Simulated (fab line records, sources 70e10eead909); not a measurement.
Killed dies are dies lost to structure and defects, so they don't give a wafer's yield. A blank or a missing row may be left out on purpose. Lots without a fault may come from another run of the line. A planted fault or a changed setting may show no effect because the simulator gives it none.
Chamber matching | flow nand_harc | NHARC_A_CONTACT_ETCH_110 on rie_diel-11: 4 sister chambers
The step etches the open film in CF4/O2, target depth 50 nm, overetch 5 nm, time 27.5 s. 4 wafers are shown with their chamber, then 12 later ones without.

WAFERS WITH THEIR CHAMBER
wafer  | chamber | showerhead_plenum_p_Torr (Torr)
L084.4 | 3       | 1.36
L086.1 | 2       | 1.41
L086.2 | 1       | 1.35
L086.3 | 0       | 1.32

WAFERS WITHOUT THEIR CHAMBER
wafer  | showerhead_plenum_p_Torr (Torr)
L091.2 | 1.41
L091.4 | 1.35
L091.6 | 1.41
L089.1 | 1.41
L089.3 | 1.35
L089.6 | 1.41
L094.1 | 1.41
L094.4 | 1.35
L094.6 | 1.31
L097.1 | 1.35
L097.2 | 1.41
L097.6 | 1.35

WHICH CHAMBER EACH WENT THROUGH
wafer  | from the rows above | in truth
L091.2 | 2                   | 2
L091.4 | 1                   | 1
L091.6 | 2                   | 2
L089.1 | 2                   | 2
L089.3 | 1                   | 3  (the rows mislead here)
L089.6 | 2                   | 2
L094.1 | 2                   | 2
L094.4 | 1                   | 1
L094.6 | 0                   | 0
L097.1 | 1                   | 1
L097.2 | 2                   | 2
L097.6 | 1                   | 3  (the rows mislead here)
Placed correctly: 10 of 12. Can't be placed from these rows: 0. Placed wrongly: 2.
How it was worked out, from the rows above alone: a wafer's distance from a chamber is the root of the sum, over the readings, of the square of ((its reading less the chamber's mean) divided by the reading's scatter). The wafer belongs to the nearest chamber; if the next one is less than 2 further off, it can't be placed. A chamber's mean is the mean of its shown wafers. The scatter: with one shown wafer a chamber, the root of the mean of the squares of how far each hidden wafer lies from its nearest shown one.
